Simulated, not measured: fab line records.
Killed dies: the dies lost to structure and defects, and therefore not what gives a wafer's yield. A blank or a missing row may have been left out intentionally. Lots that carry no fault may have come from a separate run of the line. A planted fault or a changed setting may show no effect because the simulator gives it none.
What tool caused it? | flow n5 finfet | 10 lots, 27 wafers sampled, at 5 steps of a route of 1938

WHAT THE GAUGES SHOWED, per wafer
N5_BEOL_M2_CD_MEAS_35: target cd 18 nm, target cd y 22.2 nm. Usual: cd nm 18.0 nm, standard deviation 0.36.
lot  | measured     | on        | cd nm (nm)     | flag
L535 | day 9 14:37  | cd sem-01 | 17.5 18.1 17.3 |
L544 | day 11 16:44 | cd sem-03 | 17.7 18.2 18.2 |
L539 | day 11 18:14 | cd sem-03 | 18.1 18.2 18.1 |
L534 | day 11 18:17 | cd sem-01 | 17.7 17.9 17.8 |
L541 | day 12 19:14 | cd sem-03 | 18.3 18.3 18.5 |
L545 | day 13 09:49 | cd sem-02 | 17.8 17.6 18.0 |
L547 | day 13 14:09 | cd sem-03 | 17.8 18.1 18.2 |
L554 | day 14 17:17 | cd sem-01 | 17.8 18.0      |
L556 | day 15 07:28 | cd sem-01 | 18.6 18.4      |
L557 | day 15 15:36 | cd sem-02 | 17.7 18.1      |

N5_BEOL_M4_RC_MEAS_101. Usual: DIBL_N 35.8 mV/V, standard deviation 1.6; DIBL_P 35.6 mV/V, standard deviation 2; IOFF_N 0.15 nA/um, standard deviation 0.031; IOFF_P 0.20 nA/um, standard deviation 0.033; ION_N 668 uA/um, standard deviation 12; ION_P 459 uA/um, standard deviation 6.8; SS_N 71.4 mV/dec, standard deviation 0.53; SS_P 73.1 mV/dec, standard deviation 0.63; VT_N 250 mV, standard deviation 3.5; VT_P -251 mV, standard deviation 3.
lot  | measured     | on        | DIBL_N (mV/V)  | DIBL_P (mV/V)  | IOFF_N (nA/um) | IOFF_P (nA/um) | ION_N (uA/um) | ION_P (uA/um) | SS_N (mV/dec)  | SS_P (mV/dec)  | VT_N (mV)   | VT_P (mV)      | flag
L535 | day 13 18:17 | prober-01 | 34.5 35.5 36.9 | 34.8 36.2 37.5 | 0.12 0.15 0.17 | 0.19 0.21 0.24 | 645 676 672   | 443 459 464   | 70.6 71.5 71.9 | 73.0 72.9 73.6 | 255 250 248 | -254 -250 -250 |
L544 | day 14 20:29 | prober-01 | 34.4 33.6 34.4 | 34.3 33.3 34.1 | 0.13 0.11 0.13 | 0.19 0.17 0.18 | 660 649 650   | 462 458 454   | 70.7 70.8 70.7 | 73.0 72.6 72.7 | 252 255 252 | -249 -253 -253 |
L539 | day 15 17:04 | prober-01 | 35.7 34.6 37.6 | 34.5 32.7 36.9 | 0.15 0.13 0.18 | 0.21 0.18 0.25 | 672 667 672   | 464 461 468   | 71.4 71.2 71.8 | 72.7 72.6 73.6 | 247 252 249 | -250 -251 -246 |
L534 | day 15 11:46 | prober-02 | 35.8 36.6 35.5 | 36.3 36.9 36.1 | 0.16 0.18 0.15 | 0.22 0.24 0.22 | 674 661 671   | 464 451 464   | 71.8 71.5 71.5 | 72.8 73.5 73.1 | 251 250 251 | -249 -248 -249 |
L541 | day 17 03:42 | prober-01 | 34.6 34.2 33.9 | 34.7 34.0 34.0 | 0.12 0.12 0.12 | 0.17 0.17 0.17 | 643 657 644   | 449 455 451   | 70.8 70.2 70.4 | 71.9 72.0 72.1 | 258 255 256 | -252 -253 -254 |
L545 | day 17 07:19 | prober-02 | 38.4 34.9 36.7 | 39.6 35.3 38.1 | 0.24 0.15 0.19 | 0.29 0.21 0.26 | 691 673 673   | 467 465 469   | 72.4 71.5 71.7 | 74.2 73.4 73.8 | 244 251 248 | -246 -251 -247 |
L547 | day 17 15:24 | prober-02 | 32.8 33.6 33.8 | 34.8 34.3 34.6 | 0.14 0.14 0.15 | 0.19 0.19 0.19 | 667 663 670   | 465 459 458   | 71.3 71.6 70.6 | 72.9 72.9 73.2 | 251 252 249 | -252 -251 -252 |
L554 | day 20 04:14 | prober-01 | 38.2 35.0      | 37.8 33.0      | 0.17 0.11      | 0.23 0.16      | 669 663       | 455 457       | 72.1 71.0      | 73.5 72.4      | 249 254     | -248 -254      |
L556 | day 20 05:35 | prober-02 | 35.6 33.5      | 34.6 32.1      | 0.13 0.10      | 0.19 0.15      | 659 648       | 458 450       | 71.7 71.4      | 72.8 72.0      | 251 256     | -251 -255      |
L557 | day 20 12:39 | prober-01 | 35.8 38.3      | 35.6 39.2      | 0.16 0.22      | 0.21 0.27      | 692 685       | 474 465       | 70.9 71.4      | 73.9 74.4      | 249 244     | -248 -244      |

WHAT TOOL EACH LOT RAN ON (gives the tool, then ch and the chambers of the sampled wafers, and finally the start)
lot  | N5_BEOL_M2_ETCH_70                 | N5_BEOL_M2_DEGAS_44          | N5_BEOL_M2_CVD_47
L535 | rie diel-02 ch 0,3, day 9 14:07    | pvd sputter-01, day 9 14:57  | cvd co-02 ch 0,1,2, day 9 15:32
L544 | rie diel-03 ch 0,2,3, day 11 16:13 | pvd sputter-03, day 11 17:07 | cvd co-01 ch 0,1,2, day 11 17:51
L539 | rie diel-03 ch 0,2,3, day 11 17:43 | pvd sputter-01, day 11 18:37 | cvd co-01 ch 0,1,2, day 11 19:01
L534 | rie diel-02 ch 0,2, day 11 17:46   | pvd sputter-01, day 11 18:41 | cvd co-02 ch 0,2, day 11 19:09
L541 | rie diel-03 ch 1,2, day 12 18:43   | pvd sputter-03, day 12 20:00 | cvd co-02 ch 0,1,2, day 12 20:41
L545 | rie diel-02 ch 2,3, day 13 09:18   | pvd sputter-03, day 13 10:01 | cvd co-01 ch 1,2, day 13 10:35
L547 | rie diel-02 ch 0,1, day 13 13:38   | pvd sputter-03, day 13 14:30 | cvd co-02 ch 0,2, day 13 14:56
L554 | rie diel-02 ch 2, day 14 16:46     | pvd sputter-03, day 14 17:19 | cvd co-01 ch 2, day 14 17:58
L556 | rie diel-03 ch 1,2, day 15 06:56   | pvd sputter-03, day 15 08:00 | cvd co-01 ch 0,2, day 15 08:25
L557 | rie diel-02 ch 2,3, day 15 15:07   | pvd sputter-03, day 15 15:46 | cvd co-01 ch 0,2, day 15 16:17
- N5_BEOL_M2_ETCH_70: etches SOC in N2/H2, target depth 80 nm, overetch 24 nm, time 130 s.
- N5_BEOL_M2_DEGAS_44: time 60 s.
- N5_BEOL_M2_CVD_47: deposits Co from CCTBA/H2, target thk 3 nm, time 223.8 s.

WHAT THE TOOLS THEMSELVES READ (means of the sampled wafers that have a number; where no wafer has one, the mark that the record gives instead)
N5_BEOL_M2_ETCH_70. Usual: bias w 150.0 W, standard deviation 0.48; drypump motor current A 5.8 A, standard deviation 0.44; oes product au 0.59 a.u., standard deviation 0.054; rf vpp V 524.3 V, standard deviation 2.7; showerhead plenum p Torr 2.56 Torr, standard deviation 0.096; throttle valve pct 17.78 %, standard deviation 0.15.
lot  | tool        | bias w (W) | drypump motor current A (A) | oes product au (a.u.) | rf vpp V (V) | showerhead plenum p Torr (Torr) | throttle valve pct (%) | flag
L535 | rie diel-02 | 149.9      | 5.6                         | 0.65                  | 525.7        | 2.59                            | 17.69                  |
L544 | rie diel-03 | 150.1      | 6.0                         | 0.52                  | 521.3        | 2.44                            | 17.91                  |
L539 | rie diel-03 | 149.9      | 6.0                         | 0.52                  | 521.1        | 2.44                            | 17.91                  |
L534 | rie diel-02 | 149.8      | 6.0                         | 0.64                  | 524.3        | 2.59                            | 17.79                  |
L541 | rie diel-03 | 150.0      | 5.8                         | 0.53                  | 522.5        | 2.48                            | 17.73                  |
L545 | rie diel-02 | 150.4      | 5.5                         | 0.63                  | 525.4        | 2.58                            | 17.81                  |
L547 | rie diel-02 | 150.1      | 6.4                         | 0.60                  | 524.6        | 2.61                            | 17.72                  |
L554 | rie diel-02 | 149.8      | 5.7                         | 0.63                  | 525.2        | 2.58                            | 17.87                  |
L556 | rie diel-03 | 149.4      | 5.7                         | 0.52                  | 523.0        | 2.51                            | 17.73                  |
L557 | rie diel-02 | 150.2      | 5.5                         | 0.61                  | 525.5        | 2.57                            | 17.83                  |

N5_BEOL_M2_DEGAS_44. Usual: heater power w 333 W, standard deviation 29; susceptor temp C 250.01 C, standard deviation 0.19.
lot  | tool           | heater power w (W) | susceptor temp C (C) | flag
L535 | pvd sputter-01 | 347                | 249.95               |
L544 | pvd sputter-03 | 327                | 250.07               |
L539 | pvd sputter-01 | 331                | 249.87               |
L534 | pvd sputter-01 | 312                | 250.08               |
L541 | pvd sputter-03 | 335                | 249.96               |
L545 | pvd sputter-03 | 300                | 250.01               |
L547 | pvd sputter-03 | 323                | 249.87               |
L554 | pvd sputter-03 | 286                | 250.02               |
L556 | pvd sputter-03 | 346                | 250.13               |
L557 | pvd sputter-03 | 350                | 250.00               |

N5_BEOL_M2_CVD_47. Usual: run length s 246.8 s, standard deviation 0.61.
lot  | tool      | run length s (s) | flag
L535 | cvd co-02 | 247.0            |
L544 | cvd co-01 | 246.6            |
L539 | cvd co-01 | 246.9            |
L534 | cvd co-02 | 246.3            |
L541 | cvd co-02 | 246.8            |
L545 | cvd co-01 | 246.3            |
L547 | cvd co-02 | 246.4            |
L554 | cvd co-01 | 203.9            | OFF
L556 | cvd co-01 | 161.4            | OFF
L557 | cvd co-01 | 204.6            | OFF

THE ANSWER, worked out from the rows above alone
Rule: take the mean of a lot's wafers that have a number; if it is more than 3 standard deviations from the usual mean, the lot is off. Also off: a lot with no number at a reading for which 4 or more lots have one. Where the step has rows for the other lots, those lots are counted as sound. Order of review: gauges by route order, followed by the tools' own readings, for which a lot's mean as printed above is used. At the first step where some lot is off, the reading lying furthest off is the one used; lots without a number count as furthest.
Off at N5_BEOL_M2_CVD_47 (run length s): L554, L556, L557.
If a tool, at that step or one of the process steps before it, ran each lot that is off and ran no sound lot following the first of them, it fits. Can't be told from this: 2 tools fit, pvd sputter-03 at N5_BEOL_M2_DEGAS_44, cvd co-01 at N5_BEOL_M2_CVD_47.

WHAT THE SIMULATOR HAD PUT IN
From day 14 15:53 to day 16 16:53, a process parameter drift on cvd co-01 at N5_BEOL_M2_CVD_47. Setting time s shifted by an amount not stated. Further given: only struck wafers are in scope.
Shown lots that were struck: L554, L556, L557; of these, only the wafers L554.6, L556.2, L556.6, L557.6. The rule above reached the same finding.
